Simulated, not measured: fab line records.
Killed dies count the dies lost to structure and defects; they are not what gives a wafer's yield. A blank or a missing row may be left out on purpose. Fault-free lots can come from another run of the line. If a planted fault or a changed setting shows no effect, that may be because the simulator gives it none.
Tool commonality check / flow nand harc / 12 lots and 36 wafers in the sample

## WHY IT WAS OPENED
Flagged at NHARC_P_ZERO_WELL_CD_MEAS_24: reading cd nm, on 2 of 12 lots. No-fault wafers: 719.9 nm, standard deviation 2.7.
Rule: a lot is flagged in two cases, either no wafer of it has a number, or all its wafers with numbers fall more than 4 standard deviations from that mean. The rest of the lots are taken to be sound.

lot=L519; measured=day 1 14:35; on=cd sem-02; cd nm (nm), wafer by wafer=723.2 721.7 720.4; flag=
lot=L520; measured=day 1 20:39; on=cd sem-03; cd nm (nm), wafer by wafer=720.6 720.6 719.1; flag=
lot=L521; measured=day 2 02:28; on=cd sem-03; cd nm (nm), wafer by wafer=719.1 716.0 714.6; flag=
lot=L524; measured=day 2 20:32; on=cd sem-02; cd nm (nm), wafer by wafer=715.5 711.6 718.2; flag=
lot=L525; measured=day 3 02:28; on=cd sem-01; cd nm (nm), wafer by wafer=721.4 716.5 719.2; flag=
lot=L526; measured=day 3 08:30; on=cd sem-01; cd nm (nm), wafer by wafer=724.5 724.8 722.2; flag=
lot=L527; measured=day 3 14:38; on=cd sem-03; cd nm (nm), wafer by wafer=722.2 720.3 720.0; flag=
lot=L532; measured=day 4 20:23; on=cd sem-02; cd nm (nm), wafer by wafer=668.6 666.4 668.3; flag=FLAGGED
lot=L537; measured=day 6 02:28; on=cd sem-03; cd nm (nm), wafer by wafer=671.5 670.6 665.3; flag=FLAGGED
lot=L538; measured=day 6 08:20; on=cd sem-02; cd nm (nm), wafer by wafer=719.8 721.1 723.7; flag=
lot=L539; measured=day 6 14:35; on=cd sem-01; cd nm (nm), wafer by wafer=717.4 719.5 714.5; flag=
lot=L542; measured=day 7 08:39; on=cd sem-02; cd nm (nm), wafer by wafer=716.7 714.1 715.0; flag=
Average over the flagged lots: 668.5 nm; offset from the usual -51.4 nm, equal to -19 standard deviations.

## WHICH TOOL RAN EACH LOT
The record keeps 1 process step preceding the reading, out of 1159 steps on the route. Read each cell as the tool, then ch plus the chambers that the sampled wafers visited, then the start.
lot=L519; flag=; NHARC_P_ZERO_WELL_PEB_22=litho track-02 ch 0, day 1 14:29
lot=L520; flag=; NHARC_P_ZERO_WELL_PEB_22=litho track-02 ch 0, day 1 20:34
lot=L521; flag=; NHARC_P_ZERO_WELL_PEB_22=litho track-05 ch 0, day 2 02:22
lot=L524; flag=; NHARC_P_ZERO_WELL_PEB_22=litho track-05 ch 0, day 2 20:26
lot=L525; flag=; NHARC_P_ZERO_WELL_PEB_22=litho track-02 ch 0, day 3 02:22
lot=L526; flag=; NHARC_P_ZERO_WELL_PEB_22=litho track-03 ch 0, day 3 08:25
lot=L527; flag=; NHARC_P_ZERO_WELL_PEB_22=litho track-02 ch 0, day 3 14:32
lot=L532; flag=FLAGGED; NHARC_P_ZERO_WELL_PEB_22=litho track-02 ch 0, day 4 20:17
lot=L537; flag=FLAGGED; NHARC_P_ZERO_WELL_PEB_22=litho track-02 ch 0, day 6 02:22
lot=L538; flag=; NHARC_P_ZERO_WELL_PEB_22=litho track-03 ch 0, day 6 08:14
lot=L539; flag=; NHARC_P_ZERO_WELL_PEB_22=litho track-05 ch 0, day 6 14:29
lot=L542; flag=; NHARC_P_ZERO_WELL_PEB_22=litho track-05 ch 0, day 7 08:34
What the steps here do:
- NHARC_P_ZERO_WELL_PEB_22: peb time 85 s.
- NHARC_P_ZERO_WELL_CD_MEAS_24: target cd 720 nm.

## FLAGGED AGAINST TOTAL, ONE TOOL AT A TIME (gauges that did the reading follow at the end)
step=NHARC_P_ZERO_WELL_PEB_22; tool=litho track-02; lots run=6; flagged=2; share of the flagged lots=all; sound lots run after its first flagged lot=0
step=NHARC_P_ZERO_WELL_PEB_22; tool=litho track-03; lots run=2; flagged=0; share of the flagged lots=none; sound lots run after its first flagged lot=-
step=NHARC_P_ZERO_WELL_PEB_22; tool=litho track-05; lots run=4; flagged=0; share of the flagged lots=none; sound lots run after its first flagged lot=-
step=NHARC_P_ZERO_WELL_CD_MEAS_24; tool=cd sem-01; lots run=3; flagged=0; share of the flagged lots=none; sound lots run after its first flagged lot=-
step=NHARC_P_ZERO_WELL_CD_MEAS_24; tool=cd sem-02; lots run=5; flagged=1; share of the flagged lots=some; sound lots run after its first flagged lot=2 (L538,L542)
step=NHARC_P_ZERO_WELL_CD_MEAS_24; tool=cd sem-03; lots run=4; flagged=1; share of the flagged lots=some; sound lots run after its first flagged lot=0

## THE TABLE: WHAT IT ALLOWS
Rows of the table that ran each flagged lot: 1, that is litho track-02 at NHARC_P_ZERO_WELL_PEB_22.
- litho track-02 at NHARC_P_ZERO_WELL_PEB_22: 2 of its 6 lots flagged. Its last sound lot is L527 (day 3 14:32), its first flagged lot L532 (day 4 20:17): a fault that began between those two fits. Its own readings lie more than 4 standard deviations out on every wafer of the flagged lots: heater power total W, plate temp C.
litho track-02 at NHARC_P_ZERO_WELL_PEB_22 is the single tool remaining.

## WHAT THE SIMULATOR HAD INSERTED
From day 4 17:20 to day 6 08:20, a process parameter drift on litho track-02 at NHARC_P_ZERO_WELL_PEB_22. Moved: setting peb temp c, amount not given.
Shown lots that were struck: L532, L537. The rule above found the same.
